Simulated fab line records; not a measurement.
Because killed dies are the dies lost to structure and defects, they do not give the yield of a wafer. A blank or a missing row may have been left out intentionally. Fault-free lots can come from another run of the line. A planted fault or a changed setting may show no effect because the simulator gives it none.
Chamber matching | flow n5_finfet | rie_diel-03 running N5_BEOL_M11_STRIP_67: 4 sister chambers
The step strips in CF4. 16 wafers are shown with their chamber, then 8 later ones without.

## WAFERS WITH THEIR CHAMBER
wafer  | chamber | drypump_motor_current_A (A) | oes_product_au (a.u.) | showerhead_plenum_p_Torr (Torr)
L077.2 | 3       | 5.6                         | 0.68                  | 1.77
L077.4 | 2       | 5.5                         | 0.72                  | 1.78
L077.5 | 2       | 5.4                         | 0.73                  | 1.78
L080.1 | 0       | 6.3                         | 0.71                  | 1.77
L080.3 | 3       | 5.6                         | 0.69                  | 1.77
L080.4 | 2       | 5.4                         | 0.72                  | 1.78
L082.1 | 0       | 6.3                         | 0.71                  | 1.77
L082.3 | 1       | 6.0                         | 0.83                  | 1.75
L082.4 | 3       | 5.6                         | 0.68                  | 1.76
L087.3 | 0       | 6.3                         | 0.70                  | 1.77
L087.5 | 3       | 5.6                         | 0.68                  | 1.76
L087.6 | 2       | 5.5                         | 0.71                  | 1.78
L085.3 | 0       | 6.3                         | 0.71                  | 1.77
L085.4 | 1       | 6.0                         | 0.81                  | 1.75
L085.6 | 0       | 6.3                         | 0.71                  | 1.77
L086.1 | 1       | 6.0                         | 0.82                  | 1.75

SIGNATURES (means of the wafers above)
reading                  | chamber 0 | chamber 1 | chamber 2 | chamber 3 | scatter within a chamber
drypump_motor_current_A  | 6.300     | 6.000     | 5.450     | 5.600     | 0.0289
oes_product_au           | 0.7080    | 0.8200    | 0.7200    | 0.6825    | 0.0068
showerhead_plenum_p_Torr | 1.7700    | 1.7500    | 1.7800    | 1.7650    | 0.00289
Rule: a wafer's distance from a chamber is the root of the sum, over the readings, of the square of ((its reading less the chamber's mean) divided by the reading's scatter). The wafer belongs to the nearest chamber; if the next one is less than 2 further off, it can't be placed. The scatter is the square root of a quotient: the sum, over the shown wafers, of each reading's squared deviation from its chamber's mean, divided by wafers minus chambers.

## WAFERS WITH NO CHAMBER GIVEN
wafer  | drypump_motor_current_A (A) | oes_product_au (a.u.) | showerhead_plenum_p_Torr (Torr)
L086.2 | 5.5                         | 0.70                  | 1.78
L086.6 | 6.0                         | 0.81                  | 1.75
L090.1 | 5.6                         | 0.67                  | 1.76
L090.2 | 6.4                         | 0.70                  | 1.77
L090.4 | 6.0                         | 0.82                  | 1.75
L095.1 | 6.0                         | 0.80                  | 1.74
L095.2 | 5.4                         | 0.71                  | 1.77
L095.5 | 6.0                         | 0.81                  | 1.74

## THE CHAMBER EACH PASSED THROUGH
wafer  | from the rows above | in truth
L086.2 | 2                   | 2
L086.6 | 1                   | 1
L090.1 | 3                   | 3
L090.2 | 0                   | 0
L090.4 | 1                   | 1
L095.1 | 1                   | 1
L095.2 | 2                   | 2
L095.5 | 1                   | 1
Correct placement for 8 of the 8. Not placeable from these rows: 0. 0 placed wrongly.
